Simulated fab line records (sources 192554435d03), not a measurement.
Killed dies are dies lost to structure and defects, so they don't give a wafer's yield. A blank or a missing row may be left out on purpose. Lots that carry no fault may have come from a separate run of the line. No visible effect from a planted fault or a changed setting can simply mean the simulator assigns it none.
fab line records + flow n5-finfet
record:
- lots: 7
- wafers: 39
route steps=1938 shown WELL_APT@55 FIN_CUT@160 STI_FIN_REVEAL@196 DUMMY_GATE@228
start-h: hours from the record's first day to the start of the lot's first wafer shown + wait-h: hours since the lot's step before + " as in the row above + L1.1+2: a row that stands for several wafers + - no value, or no start was given + * or withheld: withheld + < > ~ a bound
route shown NAME@n: a module of which the file shows steps, and the number in the route of the first + usual: mean and standard deviation over wafers with no fault + same: alike in all rows + chamber/n: place in a boat + sites: the reading at each site + _std_site: the values' standard deviation + _edge_site: inner sites' mean taken away from outer sites' mean + radius-mm: how far each site lies from the wafer's centre + mask NAME#n: copy n + behind: tool/chamber where the wafer was last shaped + hold: reason for holding the lot/hours on hold/outcome of the hold + device: the n, p or np transistor that did not switch + end of line: the tests these same wafers got at the end of their route + where a step has no rows: the recipe by itself + killed: dies lost to structure and defects at the first sort, not the wafer's yield + map: the dies of a wafer, with x for killed, . for not killed, _ for no die there
set.NAME: the setting the step ran with; set.NAME@STEP: the setting that earlier step ran with + model.NAME: the simulator's own value behind a step, which no gauge read
lots with deliberately changed settings; one table per step, one row per wafer
== steps ==
step: N5_WELL_APT_EPI_41
recipe:
- material: Si
- target-thk-a: 500
- temp-c: 650
- precursor: SiH4/H2
- pressure-torr: 20
- time-s: 297.7
| lot.wafer | tool         | chamber | start-h | wait-h | set.target-thk-a | model.Si_of_WELL_APT_EPI_41.thk-nm |
|-----------|--------------|---------|---------|--------|------------------|------------------------------------|
| L076.1    | epi-rpcvd-04 | 0       | 28.12   | 0.0    | 500              | 50.05                              |
| L076.2    | "            | 0       | "       | "      | 530.1            | 53.03                              |
| L076.3    | "            | 0       | "       | "      | 500              | 50.01                              |
| L076.4    | "            | 0       | "       | "      | 500              | 50.3                               |
| L076.5    | "            | 0       | "       | "      | 530.1            | 52.93                              |
| L076.6    | "            | 0       | "       | "      | 530.1            | 53.18                              |
| L078.1    | epi-rpcvd-01 | 0       | 40.44   | 0.0    | 500              | 50.22                              |
| L078.2    | "            | 0       | "       | "      | 500              | 49.87                              |
| L078.3    | "            | 0       | "       | "      | 518.4            | 52.46                              |
| L078.4    | "            | 0       | "       | "      | 518.4            | 51.84                              |
| L078.5    | "            | 0       | "       | "      | 518.4            | 51.86                              |
| L078.6    | "            | 0       | "       | "      | 500              | 49.84                              |
| L079.1    | epi-rpcvd-04 | 0       | 47.06   | 0.0    | 500              | 48.96                              |
| L079.2    | "            | 0       | "       | "      | 500              | 48.85                              |
| L079.3    | "            | 0       | "       | "      | 500              | 49.19                              |
| L079.4    | "            | 0       | "       | "      | 500              | 49                                 |
| L079.5    | "            | 0       | "       | "      | 500              | 49.76                              |
| L079.6    | "            | 0       | "       | "      | 500              | 49.35                              |
| L083.3    | epi-rpcvd-01 | 0       | 71.43   | 0.3    | 500              | 50.2                               |
| L083.4    | "            | 0       | "       | "      | 500              | 49.37                              |
| L083.6    | "            | 0       | "       | "      | 500              | 50.01                              |
| L085.1    | epi-rpcvd-04 | 0       | 81.98   | 0.0    | 500              | 48.97                              |
| L085.2    | "            | 0       | "       | "      | 467.4            | 46.24                              |
| L085.3    | "            | 0       | "       | "      | 500              | 49.43                              |
| L085.4    | "            | 0       | "       | "      | 467.4            | 45.76                              |
| L085.5    | "            | 0       | "       | "      | 500              | 49.44                              |
| L085.6    | "            | 0       | "       | "      | 467.4            | 45.97                              |
| L094.1    | epi-rpcvd-04 | 0       | 136.09  | 0.0    | 478              | 47.47                              |
| L094.2    | "            | 0       | "       | "      | 500              | 49.6                               |
| L094.3    | "            | 0       | "       | "      | 500              | 49.76                              |
| L094.4    | "            | 0       | "       | "      | 500              | 49.1                               |
| L094.5    | "            | 0       | "       | "      | 478              | 46.92                              |
| L094.6    | "            | 0       | "       | "      | 478              | 47.06                              |
| L096.1    | epi-rpcvd-01 | 0       | 149.23  | 0.0    | 485.3            | 48.16                              |
| L096.2    | "            | 0       | "       | "      | 485.3            | 48.47                              |
| L096.3    | "            | 0       | "       | "      | 485.3            | 48.62                              |
| L096.4    | "            | 0       | "       | "      | 500              | 50.05                              |
| L096.5    | "            | 0       | "       | "      | 500              | 49.67                              |
| L096.6    | "            | 0       | "       | "      | 500              | 50.24                              |
step: N5_FIN_CUT_EXPOSE_05
recipe:
- mask-id: FIN_CUT
- na: 0.33
- source-shape: annular
- sigma-inner: 0.35
- sigma-outer: 0.8
- polarization: unpolarized
- dose-mj: 45.75
| lot.wafer        | tool           | chamber | start-h | wait-h | mask      | set.dose-mj |
|------------------|----------------|---------|---------|--------|-----------|-------------|
| L076.1+2+3+4+5+6 | euv-scanner-02 | 0       | 40.43   | -      | FIN_CUT#0 | 45.75       |
| L078.1+2+3+4+5+6 | euv-scanner-02 | 0       | 52.65   | -      | FIN_CUT#0 | 45.75       |
| L079.1+2+3+4+5+6 | euv-scanner-01 | 0       | 60.09   | -      | FIN_CUT#0 | 45.75       |
| L083.3+4+6       | euv-scanner-01 | 0       | 82.69   | -      | FIN_CUT#0 | 45.75       |
| L085.1+4+5       | euv-scanner-01 | 0       | 92.56   | -      | FIN_CUT#0 | 47.84       |
| L085.2+3+6       | "              | 0       | "       | "      | FIN_CUT#0 | 45.75       |
| L094.1+4+5       | euv-scanner-01 | 0       | 146.52  | -      | FIN_CUT#0 | 45.75       |
| L094.2+3+6       | "              | 0       | "       | "      | FIN_CUT#0 | 48.84       |
| L096.1+2+3+4+5+6 | euv-scanner-02 | 0       | 159.83  | -      | FIN_CUT#0 | 45.75       |
step: N5_FIN_CUT_PEB_06
recipe:
- peb-temp-c: 100
- peb-time-s: 60
- resist: CAR-EUV
step: N5_FIN_CUT_DEVELOP_07
recipe:
- develop-time-s: 30
- developer: TMAH
- resist: CAR-EUV
- rinse-liquid: surfactant-rinse
- dry: air-spin
- dev-temp-c: 23
step: N5_FIN_CUT_CD_MEAS_08
recipe:
- target-cd-nm: 29.1
- landing-energy-ev: 500
- detector: se-inlens
- polarity: opening
usual:
- cd-nm: 29.04/0.23
| lot.wafer | tool      | chamber | start-h | wait-h | set.dose-mj@FIN_CUT_EXPOSE_05 | cd-nm |
|-----------|-----------|---------|---------|--------|-------------------------------|-------|
| L076.1    | cd-sem-01 | 0       | 40.56   | -      | 45.75                         | 29.11 |
| L076.2    | "         | 0       | "       | "      | 45.75                         | 28.81 |
| L076.3    | "         | 0       | "       | "      | 45.75                         | 28.88 |
| L076.4    | "         | 0       | "       | "      | 45.75                         | 29.22 |
| L076.5    | "         | 0       | "       | "      | 45.75                         | 29.58 |
| L076.6    | "         | 0       | "       | "      | 45.75                         | 28.75 |
| L078.1    | cd-sem-01 | 0       | 52.78   | -      | 45.75                         | 28.92 |
| L078.2    | "         | 0       | "       | "      | 45.75                         | 29.11 |
| L078.3    | "         | 0       | "       | "      | 45.75                         | 29.04 |
| L078.4    | "         | 0       | "       | "      | 45.75                         | 28.90 |
| L078.5    | "         | 0       | "       | "      | 45.75                         | 29.08 |
| L078.6    | "         | 0       | "       | "      | 45.75                         | 29.37 |
| L079.1    | cd-sem-02 | 0       | 60.22   | -      | 45.75                         | 29.07 |
| L079.2    | "         | 0       | "       | "      | 45.75                         | 29.33 |
| L079.3    | "         | 0       | "       | "      | 45.75                         | 28.72 |
| L079.4    | "         | 0       | "       | "      | 45.75                         | 29.06 |
| L079.5    | "         | 0       | "       | "      | 45.75                         | 29.01 |
| L079.6    | "         | 0       | "       | "      | 45.75                         | 29.25 |
| L083.3    | cd-sem-02 | 0       | 82.82   | -      | 45.75                         | 28.97 |
| L083.4    | "         | 0       | "       | "      | 45.75                         | 29.19 |
| L083.6    | "         | 0       | "       | "      | 45.75                         | 28.96 |
| L085.1    | cd-sem-01 | 0       | 92.69   | -      | 47.84                         | 30.08 |
| L085.2    | "         | 0       | "       | "      | 45.75                         | 28.78 |
| L085.3    | "         | 0       | "       | "      | 45.75                         | 29.10 |
| L085.4    | "         | 0       | "       | "      | 47.84                         | 30.15 |
| L085.5    | "         | 0       | "       | "      | 47.84                         | 29.94 |
| L085.6    | "         | 0       | "       | "      | 45.75                         | 28.95 |
| L094.1    | cd-sem-01 | 0       | 146.66  | -      | 45.75                         | 28.90 |
| L094.2    | "         | 0       | "       | "      | 48.84                         | 30.46 |
| L094.3    | "         | 0       | "       | "      | 48.84                         | 30.27 |
| L094.4    | "         | 0       | "       | "      | 45.75                         | 29.43 |
| L094.5    | "         | 0       | "       | "      | 45.75                         | 28.94 |
| L094.6    | "         | 0       | "       | "      | 48.84                         | 30.19 |
| L096.1    | cd-sem-01 | 0       | 159.97  | -      | 45.75                         | 29.27 |
| L096.2    | "         | 0       | "       | "      | 45.75                         | 29.08 |
| L096.3    | "         | 0       | "       | "      | 45.75                         | 29.14 |
| L096.4    | "         | 0       | "       | "      | 45.75                         | 28.88 |
| L096.5    | "         | 0       | "       | "      | 45.75                         | 28.77 |
| L096.6    | "         | 0       | "       | "      | 45.75                         | 29.20 |
step: N5_FIN_CUT_DESCUM_13
recipe:
- chemistry: O2
- time-s: 7
- source-power-w: 50
- bias-power-w: 20
- pressure-mtorr: 20
- rf-frequency-hz: 2.712e+07
- temp-c: 40
- resist: CAR-EUV
- o2-flow-sccm: 225
step: N5_FIN_CUT_ETCH_30
recipe:
- chemistry: N2/H2
- target: underlayer
- target-depth-a: 130
- mask-material: CAR-EUV
- time-s: 10.4
- ion-energy-ev: 200
- pressure-mtorr: 30
- source-w: 840
- bias-w: 150
- n2-flow-sccm: 200
- h2-flow-sccm: 200
- ends: cleared
| lot.wafer      | tool        | chamber   | start-h | wait-h | set.dose-mj@FIN_CUT_EXPOSE_05 | model.FIN_CUT.cd-offset-nm |
|----------------|-------------|-----------|---------|--------|-------------------------------|----------------------------|
| L076.1+2+4     | rie-diel-04 | 1,3,2     | 40.93   | 0.0    | 45.75                         | -0.2                       |
| L076.3         | "           | 0         | "       | "      | 45.75                         | 0.2                        |
| L076.5+6       | "           | 3,0       | "       | "      | 45.75                         | 0                          |
| L078.1+2+4+6   | rie-diel-04 | 3,0,2,2   | 52.95   | 0.0    | 45.75                         | 0                          |
| L078.3         | "           | 1         | "       | "      | 45.75                         | -0.2                       |
| L078.5         | "           | 3         | "       | "      | 45.75                         | 0.2                        |
| L079.1+2+4+5+6 | rie-diel-02 | 3,2,0,2,1 | 60.38   | 0.0    | 45.75                         | 0                          |
| L079.3         | "           | 1         | "       | "      | 45.75                         | -0.2                       |
| L083.3+4+6     | rie-diel-05 | 0,2,1     | 82.97   | 0.0    | 45.75                         | 0                          |
| L085.1         | rie-diel-05 | 1         | 92.85   | 0.0    | 47.84                         | 1                          |
| L085.2+3+6     | "           | 3,0,1     | "       | "      | 45.75                         | 0                          |
| L085.4+5       | "           | 2         | "       | "      | 47.84                         | 0.8                        |
| L094.1+4+5     | rie-diel-02 | 2,3,2     | 146.81  | 0.0    | 45.75                         | 0                          |
| L094.2+6       | "           | 0         | "       | "      | 48.84                         | 1.2                        |
| L094.3         | "           | 3         | "       | "      | 48.84                         | 1                          |
| L096.1+2+6     | rie-diel-05 | 3,0,1     | 160.13  | 0.0    | 45.75                         | 0                          |
| L096.3+4+5     | "           | 2,1,0     | "       | "      | 45.75                         | -0.2                       |
step: N5_FIN_CUT_ETCH_20
recipe:
- chemistry: CF4
- target: SiARC
- target-depth-a: 260
- mask-material: CAR-EUV
- time-s: 43.3
- ion-energy-ev: 80
- pressure-mtorr: 40
- source-w: 545
- bias-w: 36
- Ar_flow_sccm: 100
- cf4-flow-sccm: 100
- ends: cleared
| lot.wafer      | tool        | chamber   | start-h | wait-h | set.dose-mj@FIN_CUT_EXPOSE_05 | model.FIN_CUT.cd-offset-nm |
|----------------|-------------|-----------|---------|--------|-------------------------------|----------------------------|
| L076.1+2+5     | rie-diel-04 | 1,3,3     | 40.95   | 0.0    | 45.75                         | -0.2                       |
| L076.3         | "           | 0         | "       | "      | 45.75                         | 0                          |
| L076.4         | "           | 2         | "       | "      | 45.75                         | -0.4                       |
| L076.6         | "           | 0         | "       | "      | 45.75                         | 0.2                        |
| L078.1+3+4     | rie-diel-04 | 3,1,2     | 52.97   | 0.0    | 45.75                         | -0.2                       |
| L078.2+6       | "           | 0,2       | "       | "      | 45.75                         | 0                          |
| L078.5         | "           | 3         | "       | "      | 45.75                         | 0.4                        |
| L079.1+3+4+5+6 | rie-diel-02 | 3,1,0,2,1 | 60.40   | 0.0    | 45.75                         | 0                          |
| L079.2         | "           | 2         | "       | "      | 45.75                         | 0.2                        |
| L083.3+6       | rie-diel-05 | 0,1       | 82.99   | 0.0    | 45.75                         | 0                          |
| L083.4         | "           | 2         | "       | "      | 45.75                         | -0.2                       |
| L085.1+4+5     | rie-diel-05 | 1,2,2     | 92.87   | 0.0    | 47.84                         | 0.8                        |
| L085.2         | "           | 3         | "       | "      | 45.75                         | 0                          |
| L085.3+6       | "           | 0,1       | "       | "      | 45.75                         | -0.2                       |
| L094.1         | rie-diel-02 | 2         | 146.83  | 0.0    | 45.75                         | 0.2                        |
| L094.2+3+6     | "           | 0,3,0     | "       | "      | 48.84                         | 1.2                        |
| L094.4+5       | "           | 3,2       | "       | "      | 45.75                         | 0                          |
| L096.1+3+4+6   | rie-diel-05 | 3,2,1,1   | 160.15  | 0.0    | 45.75                         | 0                          |
| L096.2+5       | "           | 0         | "       | "      | 45.75                         | -0.2                       |
step: N5_STI_FIN_REVEAL_RECESS_09
recipe:
- chemistry: HF/NH3
- target: SiO2
- afs-cycles: 11
- target-depth-a: 425
- temp-c: 30
- sublimation-temp-c: 180
- sublimation-time-s: 60
| lot.wafer        | tool          | chamber     | start-h | wait-h | set.target-depth-a |
|------------------|---------------|-------------|---------|--------|--------------------|
| L076.1+2+4       | vapor-etch-02 | 0,1,0       | 49.69   | 0.0    | 414.5              |
| L076.3+5+6       | "             | 1,1,0       | "       | "      | 425                |
| L078.1+2+3+4+5+6 | vapor-etch-01 | 0,1,0,1,1,0 | 60.83   | 0.0    | 425                |
| L079.1+2+4       | vapor-etch-02 | 1,0,0       | 70.51   | 0.0    | 425                |
| L079.3+5+6       | "             | 1,0,1       | "       | "      | 405.4              |
| L083.3+4+6       | vapor-etch-02 | 1,0,1       | 90.34   | 0.6    | 425                |
| L085.1+2+5       | vapor-etch-02 | 1,0,0       | 100.26  | 0.0    | 441.6              |
| L085.3+4+6       | "             | 0,1,1       | "       | "      | 425                |
| L094.1+2+3       | vapor-etch-02 | 1,0,0       | 153.63  | 0.0    | 443.7              |
| L094.4+5+6       | "             | 1,0,1       | "       | "      | 425                |
| L096.1+4+6       | vapor-etch-01 | 0           | 167.70  | 0.0    | 414.2              |
| L096.2+3+5       | "             | 1           | "       | "      | 425                |
step: N5_STI_FIN_REVEAL_STRIP_16
recipe:
- chemistry: H3PO4
- material: SiNx
- temp-c: 165
- target-depth-a: 238
- overetch-fraction: 0.4964
- dry: ipa-marangoni
step: N5_STI_FIN_REVEAL_PRECLEAN_17
recipe:
- chemistry: NF3:NH3
- afs-cycles: 1
- temp-c: 30
- time-s: 20
- sublimation-temp-c: 180
- sublimation-time-s: 60
- pressure-torr: 3
- rf-power-w: 30
step: N5_STI_FIN_REVEAL_SRD_23
recipe:
- dry: ipa-marangoni
- time-s: 30
- temp-c: 23
- rinse-liquid: diw
step: N5_STI_FIN_REVEAL_FIN_H_MEAS_10
usual:
- trench-depth-nm: 52.0/0.58
| lot.wafer | tool   | chamber | start-h | wait-h | set.target-depth-a@STI_FIN_REVEAL_RECESS_09 | trench-depth-nm |
|-----------|--------|---------|---------|--------|---------------------------------------------|-----------------|
| L076.1    | ocd-01 | -       | 52.39   | 0.0    | 414.5                                       | 51.3            |
| L076.2    | "      | -       | "       | "      | 414.5                                       | 51.3            |
| L076.3    | "      | -       | "       | "      | 425                                         | 52.1            |
| L076.4    | "      | -       | "       | "      | 414.5                                       | 51.7            |
| L076.5    | "      | -       | "       | "      | 425                                         | 52.2            |
| L076.6    | "      | -       | "       | "      | 425                                         | 52.5            |
| L078.1    | ocd-01 | -       | 63.52   | 0.0    | 425                                         | 51.3            |
| L078.2    | "      | -       | "       | "      | 425                                         | 51.8            |
| L078.3    | "      | -       | "       | "      | 425                                         | 51.3            |
| L078.4    | "      | -       | "       | "      | 425                                         | 51.9            |
| L078.5    | "      | -       | "       | "      | 425                                         | 52.3            |
| L078.6    | "      | -       | "       | "      | 425                                         | 52.1            |
| L079.1    | ocd-01 | -       | 73.29   | 0.0    | 425                                         | 51.7            |
| L079.2    | "      | -       | "       | "      | 425                                         | 53.0            |
| L079.3    | "      | -       | "       | "      | 405.4                                       | 49.6            |
| L079.4    | "      | -       | "       | "      | 425                                         | 52.5            |
| L079.5    | "      | -       | "       | "      | 405.4                                       | 50.2            |
| L079.6    | "      | -       | "       | "      | 405.4                                       | 49.9            |
| L083.3    | ocd-01 | -       | 92.52   | 0.0    | 425                                         | 51.3            |
| L083.4    | "      | -       | "       | "      | 425                                         | 51.1            |
| L083.6    | "      | -       | "       | "      | 425                                         | 51.5            |
| L085.1    | ocd-01 | -       | 102.98  | 0.0    | 441.6                                       | 53.2            |
| L085.2    | "      | -       | "       | "      | 441.6                                       | 52.8            |
| L085.3    | "      | -       | "       | "      | 425                                         | 51.3            |
| L085.4    | "      | -       | "       | "      | 425                                         | 50.5            |
| L085.5    | "      | -       | "       | "      | 441.6                                       | 53.0            |
| L085.6    | "      | -       | "       | "      | 425                                         | 50.9            |
| L094.1    | ocd-02 | -       | 156.33  | 0.0    | 443.7                                       | 53.1            |
| L094.2    | "      | -       | "       | "      | 443.7                                       | 53.7            |
| L094.3    | "      | -       | "       | "      | 443.7                                       | 53.9            |
| L094.4    | "      | -       | "       | "      | 425                                         | 52.5            |
| L094.5    | "      | -       | "       | "      | 425                                         | 51.6            |
| L094.6    | "      | -       | "       | "      | 425                                         | 52.4            |
| L096.1    | ocd-01 | -       | 170.72  | 0.0    | 414.2                                       | 50.4            |
| L096.2    | "      | -       | "       | "      | 425                                         | 52.2            |
| L096.3    | "      | -       | "       | "      | 425                                         | 52.0            |
| L096.4    | "      | -       | "       | "      | 414.2                                       | 50.3            |
| L096.5    | "      | -       | "       | "      | 425                                         | 51.6            |
| L096.6    | "      | -       | "       | "      | 414.2                                       | 50.3            |
step: N5_DUMMY_GATE_EXPOSE_12
recipe:
- mask-id: GATE
- na: 0.33
- source-shape: annular
- sigma-inner: 0.2
- sigma-outer: 0.6
- polarization: unpolarized
- target-cd-nm: 25
- dose-mj: 34
| lot.wafer        | tool           | chamber | start-h | wait-h | mask   | set.dose-mj |
|------------------|----------------|---------|---------|--------|--------|-------------|
| L076.1+4+6       | euv-scanner-02 | 0       | 60.84   | -      | GATE#0 | 36.56       |
| L076.2+3+5       | "              | 0       | "       | "      | GATE#0 | 34          |
| L078.1+2+3+4+5+6 | euv-scanner-02 | 0       | 72.09   | -      | GATE#0 | 34          |
| L079.1+3+5       | euv-scanner-01 | 0       | 81.84   | -      | GATE#0 | 35.93       |
| L079.2+4+6       | "              | 0       | "       | "      | GATE#0 | 34          |
| L083.3+4+6       | euv-scanner-02 | 0       | 103.89  | -      | GATE#0 | 34          |
| L085.1+2+3+4+5+6 | euv-scanner-02 | 0       | 111.77  | -      | GATE#0 | 34          |
| L094.1+3+5       | euv-scanner-02 | 0       | 168.66  | -      | GATE#0 | 35.01       |
| L094.2+4+6       | "              | 0       | "       | "      | GATE#0 | 34          |
| L096.1+2+3+4+5+6 | euv-scanner-02 | 0       | 179.30  | -      | GATE#0 | 34          |
step: N5_DUMMY_GATE_PEB_13
recipe:
- peb-temp-c: 100
- peb-time-s: 60
- resist: CAR-EUV
step: N5_DUMMY_GATE_DEVELOP_14
recipe:
- develop-time-s: 30
- developer: TMAH
- resist: CAR-EUV
- rinse-liquid: surfactant-rinse
- dry: air-spin
- dev-temp-c: 23
step: N5_DUMMY_GATE_CD_MEAS_15
recipe:
- target-cd-nm: 25.8
- landing-energy-ev: 500
- detector: se-inlens
usual:
- cd-nm: 25.02/0.23
| lot.wafer | tool      | chamber | start-h | wait-h | set.dose-mj@DUMMY_GATE_EXPOSE_12 | cd-nm |
|-----------|-----------|---------|---------|--------|----------------------------------|-------|
| L076.1    | cd-sem-01 | 0       | 60.97   | -      | 36.56                            | 23.82 |
| L076.2    | "         | 0       | "       | "      | 34                               | 25.21 |
| L076.3    | "         | 0       | "       | "      | 34                               | 24.91 |
| L076.4    | "         | 0       | "       | "      | 36.56                            | 23.84 |
| L076.5    | "         | 0       | "       | "      | 34                               | 24.98 |
| L076.6    | "         | 0       | "       | "      | 36.56                            | 23.88 |
| L078.1    | cd-sem-02 | 0       | 72.22   | -      | 34                               | 24.54 |
| L078.2    | "         | 0       | "       | "      | 34                               | 24.89 |
| L078.3    | "         | 0       | "       | "      | 34                               | 25.00 |
| L078.4    | "         | 0       | "       | "      | 34                               | 25.14 |
| L078.5    | "         | 0       | "       | "      | 34                               | 24.79 |
| L078.6    | "         | 0       | "       | "      | 34                               | 24.67 |
| L079.1    | cd-sem-01 | 0       | 81.96   | -      | 35.93                            | 24.23 |
| L079.2    | "         | 0       | "       | "      | 34                               | 25.19 |
| L079.3    | "         | 0       | "       | "      | 35.93                            | 24.10 |
| L079.4    | "         | 0       | "       | "      | 34                               | 25.02 |
| L079.5    | "         | 0       | "       | "      | 35.93                            | 24.00 |
| L079.6    | "         | 0       | "       | "      | 34                               | 24.95 |
| L083.3    | cd-sem-01 | 0       | 104.01  | -      | 34                               | 25.08 |
| L083.4    | "         | 0       | "       | "      | 34                               | 24.92 |
| L083.6    | "         | 0       | "       | "      | 34                               | 25.02 |
| L085.1    | cd-sem-02 | 0       | 111.90  | -      | 34                               | 25.43 |
| L085.2    | "         | 0       | "       | "      | 34                               | 25.04 |
| L085.3    | "         | 0       | "       | "      | 34                               | 24.81 |
| L085.4    | "         | 0       | "       | "      | 34                               | 25.12 |
| L085.5    | "         | 0       | "       | "      | 34                               | 25.49 |
| L085.6    | "         | 0       | "       | "      | 34                               | 25.25 |
| L094.1    | cd-sem-02 | 0       | 168.78  | -      | 35.01                            | 24.29 |
| L094.2    | "         | 0       | "       | "      | 34                               | 25.07 |
| L094.3    | "         | 0       | "       | "      | 35.01                            | 24.09 |
| L094.4    | "         | 0       | "       | "      | 34                               | 25.06 |
| L094.5    | "         | 0       | "       | "      | 35.01                            | 24.54 |
| L094.6    | "         | 0       | "       | "      | 34                               | 25.02 |
| L096.1    | cd-sem-02 | 0       | 179.42  | -      | 34                               | 25.11 |
| L096.2    | "         | 0       | "       | "      | 34                               | 25.15 |
| L096.3    | "         | 0       | "       | "      | 34                               | 24.96 |
| L096.4    | "         | 0       | "       | "      | 34                               | 24.90 |
| L096.5    | "         | 0       | "       | "      | 34                               | 25.28 |
| L096.6    | "         | 0       | "       | "      | 34                               | 24.60 |
step: N5_DUMMY_GATE_STRIP_38
recipe:
- chemistry: N2/H2
- temp-c: 40
- n2-flow-sccm: 200
- h2-flow-sccm: 200
- rf-frequency-hz: 6e+07
step: N5_DUMMY_GATE_STRIP_39
recipe:
- chemistry: N2/H2
- temp-c: 40
- n2-flow-sccm: 200
- h2-flow-sccm: 200
- rf-frequency-hz: 6e+07
step: N5_DUMMY_GATE_TRIM_49
recipe:
- chemistry: O2
- resist: SOC
- time-s: 29
- target-cd-nm: 14
- source-power-w: 300
- bias-power-w: 0
- O2_flow_sccm: 100
- temp-c: 20
| lot.wafer    | tool      | chamber | start-h | wait-h | set.dose-mj@DUMMY_GATE_EXPOSE_12 | model.DUMMY_GATE.cd-nm |
|--------------|-----------|---------|---------|--------|----------------------------------|------------------------|
| L076.1       | rie-si-06 | 3       | 61.54   | 0.0    | 36.56                            | 13                     |
| L076.2+3     | "         | 2,1     | "       | "      | 34                               | 14                     |
| L076.4       | "         | 0       | "       | "      | 36.56                            | 12.8                   |
| L076.5       | "         | 1       | "       | "      | 34                               | 14.2                   |
| L076.6       | "         | 0       | "       | "      | 36.56                            | 12.4                   |
| L078.1+3+4   | rie-si-04 | 2,1,0   | 72.57   | 0.0    | 34                               | 13.8                   |
| L078.2+5     | "         | 3,2     | "       | "      | 34                               | 14.2                   |
| L078.6       | "         | 3       | "       | "      | 34                               | 14                     |
| L079.1       | rie-si-04 | 0       | 82.32   | 0.0    | 35.93                            | 12.8                   |
| L079.2+4+6   | "         | 2,3,2   | "       | "      | 34                               | 14                     |
| L079.3+5     | "         | 1       | "       | "      | 35.93                            | 13                     |
| L083.3+4+6   | rie-si-06 | 3,1,3   | 104.72  | 0.0    | 34                               | 14.2                   |
| L085.1+3+5   | rie-si-03 | 1,0,3   | 112.37  | 0.0    | 34                               | 14.2                   |
| L085.2+4     | "         | 3,2     | "       | "      | 34                               | 13.8                   |
| L085.6       | "         | 2       | "       | "      | 34                               | 14                     |
| L094.1+3+5   | rie-si-06 | 3,1,3   | 169.14  | 0.0    | 35.01                            | 13.2                   |
| L094.2       | "         | 2       | "       | "      | 34                               | 14                     |
| L094.4+6     | "         | 0,2     | "       | "      | 34                               | 13.6                   |
| L096.1+2+3+6 | rie-si-04 | 1,2,0,0 | 179.78  | 0.0    | 34                               | 14                     |
| L096.4+5     | "         | 2,1     | "       | "      | 34                               | 14.2                   |
step: N5_DUMMY_GATE_STRIP_40
recipe:
- chemistry: CF4
- resist: SiARC
- power-w: 300
- bias-power-w: 75
- pressure-mtorr: 50
- cf4-flow-sccm: 150
- rf-frequency-hz: 6e+07
step: N5_DUMMY_GATE_CD_MEAS_50
recipe:
- target-cd-nm: 14
usual:
- cd-nm: 14.00/0.27
| lot.wafer | tool      | chamber | start-h | wait-h | set.dose-mj@DUMMY_GATE_EXPOSE_12 | cd-nm |
|-----------|-----------|---------|---------|--------|----------------------------------|-------|
| L076.1    | cd-sem-02 | -       | 61.68   | 0.0    | 36.56                            | 13.14 |
| L076.2    | "         | -       | "       | "      | 34                               | 14.08 |
| L076.3    | "         | -       | "       | "      | 34                               | 13.73 |
| L076.4    | "         | -       | "       | "      | 36.56                            | 12.55 |
| L076.5    | "         | -       | "       | "      | 34                               | 14.14 |
| L076.6    | "         | -       | "       | "      | 36.56                            | 12.67 |
| L078.1    | cd-sem-02 | -       | 72.73   | 0.0    | 34                               | 13.67 |
| L078.2    | "         | -       | "       | "      | 34                               | 14.19 |
| L078.3    | "         | -       | "       | "      | 34                               | 13.91 |
| L078.4    | "         | -       | "       | "      | 34                               | 13.87 |
| L078.5    | "         | -       | "       | "      | 34                               | 13.99 |
| L078.6    | "         | -       | "       | "      | 34                               | 14.12 |
| L079.1    | cd-sem-01 | -       | 82.47   | 0.0    | 35.93                            | 13.10 |
| L079.2    | "         | -       | "       | "      | 34                               | 13.94 |
| L079.3    | "         | -       | "       | "      | 35.93                            | 12.97 |
| L079.4    | "         | -       | "       | "      | 34                               | 13.77 |
| L079.5    | "         | -       | "       | "      | 35.93                            | 12.91 |
| L079.6    | "         | -       | "       | "      | 34                               | 14.08 |
| L083.3    | cd-sem-01 | -       | 105.02  | 0.0    | 34                               | 13.99 |
| L083.4    | "         | -       | "       | "      | 34                               | 14.04 |
| L083.6    | "         | -       | "       | "      | 34                               | 13.96 |
| L085.1    | cd-sem-01 | -       | 112.62  | 0.0    | 34                               | 13.96 |
| L085.2    | "         | -       | "       | "      | 34                               | 13.51 |
| L085.3    | "         | -       | "       | "      | 34                               | 14.31 |
| L085.4    | "         | -       | "       | "      | 34                               | 13.84 |
| L085.5    | "         | -       | "       | "      | 34                               | 14.19 |
| L085.6    | "         | -       | "       | "      | 34                               | 14.35 |
| L094.1    | cd-sem-02 | -       | 169.29  | 0.0    | 35.01                            | 13.06 |
| L094.2    | "         | -       | "       | "      | 34                               | 13.74 |
| L094.3    | "         | -       | "       | "      | 35.01                            | 13.40 |
| L094.4    | "         | -       | "       | "      | 34                               | 13.68 |
| L094.5    | "         | -       | "       | "      | 35.01                            | 13.47 |
| L094.6    | "         | -       | "       | "      | 34                               | 13.69 |
| L096.1    | cd-sem-02 | -       | 180.07  | 0.0    | 34                               | 13.79 |
| L096.2    | "         | -       | "       | "      | 34                               | 13.99 |
| L096.3    | "         | -       | "       | "      | 34                               | 13.92 |
| L096.4    | "         | -       | "       | "      | 34                               | 13.89 |
| L096.5    | "         | -       | "       | "      | 34                               | 14.01 |
| L096.6    | "         | -       | "       | "      | 34                               | 13.76 |
== key ==
split:
- step: N5_WELL_APT_EPI_41
- setting: target-thk-a
- stated: 500
- by: wafer
response:
- step: N5_WELL_APT_EPI_41
- reading: model.Si_of_WELL_APT_EPI_41.thk-nm
- change: +0.512
- per: 1%
- r: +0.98
split:
- step: N5_FIN_CUT_EXPOSE_05
- setting: dose-mj
- stated: 45.75
- by: wafer
response:
- step: N5_FIN_CUT_CD_MEAS_08
- reading: cd-nm
- change: +0.2
- per: 1%
- r: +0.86
response:
- step: N5_FIN_CUT_ETCH_30
- reading: model.FIN_CUT.cd-offset-nm
- change: +0.175
- per: 1%
- r: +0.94
response:
- step: N5_FIN_CUT_ETCH_20
- reading: model.FIN_CUT.cd-offset-nm
- change: +0.179
- per: 1%
- r: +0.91
split:
- step: N5_STI_FIN_REVEAL_RECESS_09
- setting: target-depth-a
- stated: 425
- by: wafer
response:
- step: N5_STI_FIN_REVEAL_FIN_H_MEAS_10
- reading: trench-depth-nm
- change: +0.467
- per: 1%
- r: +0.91
split:
- step: N5_DUMMY_GATE_EXPOSE_12
- setting: dose-mj
- stated: 34
- by: wafer
response:
- step: N5_DUMMY_GATE_CD_MEAS_15
- reading: cd-nm
- change: -0.169
- per: 1%
- r: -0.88
response:
- step: N5_DUMMY_GATE_TRIM_49
- reading: model.DUMMY_GATE.cd-nm
- change: -0.181
- per: 1%
- r: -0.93
response:
- step: N5_DUMMY_GATE_CD_MEAS_50
- reading: cd-nm
- change: -0.158
- per: 1%
- r: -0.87
